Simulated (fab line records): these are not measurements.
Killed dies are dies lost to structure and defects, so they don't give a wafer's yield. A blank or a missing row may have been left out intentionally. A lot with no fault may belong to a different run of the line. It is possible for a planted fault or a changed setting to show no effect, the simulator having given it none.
Comparing a struck lot with a sound one    flow n5Finfet    41 out of 1938 route steps
Sound: wafers L270.3, L270.4, L270.5. Struck: wafer L283.4. (L283.1, L283.2 of the same lot were not struck and are left out.) The cause comes at the end.
Order at every step that has rows: each side's tool, ch and its chambers, its first start. Under that, the readings that differ: sound wafers    struck wafers    difference of the means    sigmas: that difference in standard deviations of wafers without a fault.
alike: words and numbers the same on both sides, and readings whose means are apart by under 2 such deviations; not compared: readings that were withheld, readings missing a value for some wafer, numbers with overlapping values and no deviation given by the record, and bounds like >300 which may hide the same value.
The two part at a step that has a row with sigmas, a row that says differs or no value, or rows on one side only. Numbers that have no deviation but don't overlap get no sigmas and don't part them. A reading that every wafer of one side lacks parts them only if that side has two wafers or more.

first, 4 steps without rows for these wafers: N5_BEOL_M4_HM_STRIP_39 (strips TiN in peroxide tin strip, target depth 25 nm, time 158 s); N5_BEOL_M4_SRD_40 (time 30 s); N5_BEOL_M4_PRECLEAN_42 (cleans in residue remover, time 60 s); N5_BEOL_M4_SRD_43 (time 30 s).
N5_BEOL_M4_CD_MEAS_35: target cd 18 nm, target cd y 22.4 nm.
  sound on cdSem-03, day 9 09:08; struck on cdSem-01, day 13 19:54
  alike: cdNm
N5_BEOL_M4_DEGAS_44: time 60 s.
  sound on pvdSputter-02, day 9 09:25; struck on pvdSputter-02, day 13 19:56
  alike: heaterPowerW
N5_BEOL_M4_PRE_CLEAN_45: time 30 s.
  sound on pvdSputter-02, day 9 09:28; struck on pvdSputter-02, day 13 19:59
  alike: heaterPowerW
then, 5 steps without rows for these wafers: N5_BEOL_M4_ALD_84 (deposits TaN, pulse time 2 s, purge time 3 s, co reactant purge time 2 s); N5_BEOL_M4_SURFACE_TREAT_85; N5_BEOL_M4_CVD_47 (deposits Co from CCTBA/H2, target thk 3 nm, time 223.8 s); N5_BEOL_M4_SPUTTER_48 (material Cu, target thk 4.5 nm, time 8.29 s); N5_BEOL_M4_ANNEAL_49 (time 240 s).
N5_BEOL_M4_SPUTTER_79: material Cu, target thk 4.5 nm, time 8.29 s.
  sound on pvdSputter-02, day 9 10:34; struck on pvdSputter-01, day 13 22:14
  alike: chuckGasFlowSccm, throttleValvePct
N5_BEOL_M4_ANNEAL_80: time 240 s.
  sound on pvdSputter-02, day 9 10:38; struck on pvdSputter-01, day 13 22:19
  alike: heaterPowerW
then, 2 steps without rows for these wafers: N5_BEOL_M4_SPUTTER_81 (material Cu, target thk 4.5 nm, time 8.29 s); N5_BEOL_M4_ANNEAL_82 (time 240 s).
N5_BEOL_M4_SPUTTER_86: material Cu, target thk 4.5 nm, time 8.29 s.
  sound on pvdSputter-02, day 9 11:00; struck on pvdSputter-01, day 13 22:41
reading                  sound           struck  difference  sigmas
chuckGasFlowSccm (sccm)  1.24 1.16 1.30  1.40    +0.17       +3
  alike: throttleValvePct
then, 6 steps without rows for these wafers: N5_BEOL_M4_ANNEAL_87 (time 240 s); N5_BEOL_M4_SPUTTER_88 (material Cu, target thk 4.5 nm, time 8.29 s); N5_BEOL_M4_ANNEAL_89 (time 240 s); N5_BEOL_M4_SPUTTER_90 (material Cu, target thk 4.5 nm, time 8.29 s); N5_BEOL_M4_ANNEAL_91 (time 240 s); N5_BEOL_M4_SPUTTER_92 (material Cu, target thk 4.5 nm, time 8.29 s).
N5_BEOL_M4_ANNEAL_93: time 240 s.
  sound on pvdSputter-02, day 9 11:44; struck on pvdSputter-01, day 13 23:25
  alike: heaterPowerW
then, 10 steps without rows for these wafers: N5_BEOL_M4_SPUTTER_94 (material Cu, target thk 4.5 nm, time 8.29 s); N5_BEOL_M4_ANNEAL_95 (time 240 s); N5_BEOL_M4_SPUTTER_96 (material Cu, target thk 4.5 nm, time 8.29 s); N5_BEOL_M4_ECD_50 (material Cu, target thk 300 nm); N5_BEOL_M4_ANNEAL_51 (time 90 s); N5_BEOL_M4_CMP_52 (polishes, stops on SiOC, t overpolish 6.8 s, target thk 40 nm); N5_BEOL_M4_PRE_CLEAN_60 (time 15 s); N5_BEOL_M4_CO_CAP_55 (material Co, precursor CCTBA/H2, target thk 2 nm, time 102.1 s); N5_BEOL_M4_PRE_CLEAN_56 (time 15 s); N5_BEOL_M4_DEP_57 (deposits SiCN from 3MS/NH3, target thk 8 nm, time 14 s).
N5_BEOL_M4_RS_MEAS_58: a four-point-probe measurement.
  sound on filmMetro-01, day 9 13:09; struck on filmMetro-01, day 14 00:50
  alike: M4_RS
N5_BEOL_M4_RC_MEAS_101:
  sound on prober-01 ch 0, day 9 13:31; struck on prober-01 ch 0, day 14 00:53
  alike: DIBL_N, DIBL_P, IOFF_N, IOFF_P, ION_N, ION_P, SS_N, SS_P, VT_N, VT_P
then, 2 steps without rows for these wafers: N5_BEOL_M5_ILD_DEP_00 (deposits SiCOH lowk from DEMS/porogen, target thk 140.64 nm, time 25.9 s); N5_BEOL_M5_CURE_79 (cures SiCOH lowk, time 240 s).
N5_BEOL_M5_THK_MEAS_01:
  sound on filmMetro-02, day 9 14:44; struck on filmMetro-02, day 14 02:25
  alike: M5_ILD_THK
then, 1 step without rows for these wafers: N5_BEOL_M5_PECVD_70 (deposits SiO2 from TEOS/O2, target thk 16 nm, time 18 s).
-- record jumps: 4 days separate the struck wafers' starts on either side; left off in module BEOL_M5, taken up again in module PASSIVATION, whose first shown step is the route's number 1936 --
N5_PASSIVATION_PROBE_49:
  sound on prober-01, day 13 17:52; struck on prober-02, day 18 13:14
reading                  sound  struck  difference  sigmas
defectLimitedYield (%)   86.4   82.1    -4.3        -3
killed_at_M4_up          22     135     +113        +18
killedAtContacts         25     8       -17         -2
killedAtFrontEnd         67     26      -41         -3
killedDies               161    211     +50         +2
killedOpen               105    61      -44         -3
killedShort              55     24      -31         -3
sort_bin_5_function (%)  7.3    11.0    +3.7        +3
sortNPass                1019   969     -50         -2
sortYieldPct (%)         86.4   82.1    -4.3        -3
  alike: killed_at_M0_to_M3, killedAtOther, killedOnRim, sort_bin_4_leakage, sort_bin_6_memory, sort_bin_8_speed

WHERE THEY PART
At N5_BEOL_M4_SPUTTER_86 first; at N5_PASSIVATION_PROBE_49 last (within this record only).

WHY: whatever the simulator had introduced
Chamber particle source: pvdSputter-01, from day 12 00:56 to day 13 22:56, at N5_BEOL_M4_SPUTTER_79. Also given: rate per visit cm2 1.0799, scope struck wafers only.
